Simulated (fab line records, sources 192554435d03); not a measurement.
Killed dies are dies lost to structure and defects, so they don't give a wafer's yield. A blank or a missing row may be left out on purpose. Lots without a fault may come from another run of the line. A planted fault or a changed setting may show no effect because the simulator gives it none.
Split-lot experiment | flow n5_finfet | 7 lots, 21 wafers read, on a route of 1938 steps

THE SPLIT
At N5_BEOL_M2_DEP_57 (deposits SiCN from 3MS/NH3, target thk 8 nm, time 14 s), the setting time_s was moved away from the recipe's 14 s on 6 of the 21 wafers read, by -11.9% to +4.6%. The other wafers ran this setting at the recipe's value.

The reading is taken at the split's own step.

THE READING
SiCN_of_BEOL_M2_DEP_57.thk_nm (the simulator's own value, which no gauge read), in nm, at N5_BEOL_M2_DEP_57 (deposits SiCN from 3MS/NH3, target thk 8 nm, time 14 s). The file gives no usual value for it. The 15 wafers here that ran the recipe average 8.1 nm, standard deviation 0.12 nm.

wafer  | tool, chamber at the split | time_s as run, s | against the recipe | SiCN_of_BEOL_M2_DEP_57.thk_nm, nm | against lot-mates on the recipe
L075.1 | pecvd-03, 2                | 14               | recipe             | 7.8                               | -
L075.2 | pecvd-03, 0                | 14               | recipe             | 8                                 | -
L075.5 | pecvd-03, 0                | 14               | recipe             | 8                                 | -
L074.2 | pecvd-02, 2                | 12.34            | -11.9%             | 7                                 | -1.2
L074.4 | pecvd-02, 0                | 12.34            | -11.9%             | 7.2                               | -1.0
L074.5 | pecvd-02, 1                | 14               | recipe             | 8.2                               | -
L079.1 | pecvd-02, 2                | 14               | recipe             | 8                                 | -
L079.2 | pecvd-02, 0                | 14               | recipe             | 8.2                               | -
L079.4 | pecvd-02, 2                | 14.64            | +4.6%              | 8.4                               | +0.3
L088.1 | pecvd-01, 2,1,0            | 14               | recipe             | 8                                 | -
L088.2 | pecvd-01, 2,1,0            | 14               | recipe             | 8                                 | -
L088.6 | pecvd-01, 2,1,0            | 14               | recipe             | 8                                 | -
L091.1 | pecvd-03, 0                | 13.15            | -6.1%              | 7.6                               | -0.6
L091.5 | pecvd-03, 0                | 13.15            | -6.1%              | 7.8                               | -0.4
L091.6 | pecvd-03, 2                | 14               | recipe             | 8.2                               | -
L093.2 | pecvd-02, 0                | 12.33            | -11.9%             | 7                                 | -1.2
L093.3 | pecvd-02, 0,1              | 14               | recipe             | 8.2                               | -
L093.5 | pecvd-02, 0,1              | 14               | recipe             | 8.2                               | -
L094.1 | pecvd-01, 1,0,0            | 14               | recipe             | 8.2                               | -
L094.2 | pecvd-01, 1,0,0            | 14               | recipe             | 8.2                               | -
L094.5 | pecvd-01, 1,0,0            | 14               | recipe             | 8.2                               | -
Where a row lists several chambers, the file gives one row for several wafers and doesn't say which wafer went through which chamber.

THE FIT
A straight line over all 21 wafers: SiCN_of_BEOL_M2_DEP_57.thk_nm changes by +0.0826 nm for each +1% of time_s; r = +0.95; the points scatter about the line by 0.13 nm.
The same after taking each lot's own level away (the mean of its wafers on the recipe; 21 wafers): +0.0918 nm for each +1%; r = +0.98; scatter 0.079 nm.
On that fit, the largest move of time_s shifts the reading by 1.1 nm.
The lots' own levels span 7.93 to 8.20 nm, that is 2.2 times the standard deviation above.
So the lot-to-lot level changes the slope: the two fits differ.
Check: with one of the wafers moved furthest among these (-11.9%) left out of the fit, the line predicts -1.06 nm for it against its lot-mates. It came out at -1.2 nm against them.

OTHER SPLITS ON THESE WAFERS
These wafers also went through other splits before the reading. Each is held against what the fit with the lots' levels taken away leaves over:
other split on the same wafers   | wafers away from the commonest value | r with SiCN_of_BEOL_M2_DEP_57.thk_nm (lot level and that fit taken away)
N5_BEOL_M1_COAT_61 spin_rpm      | 8                                    | -0.05
N5_BEOL_M1_VIA_ETCH_34 bias_w    | 5                                    | -0.20
N5_BEOL_M1_TRENCH_ETCH_37 time_s | 9                                    | +0.12
N5_BEOL_M2_TRENCH_ETCH_37 bias_w | 9                                    | -0.14

THE FILE'S OWN FIT
SiCN_of_BEOL_M2_DEP_57.thk_nm changes by +0.0932 nm for each +1% of time_s, r = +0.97.
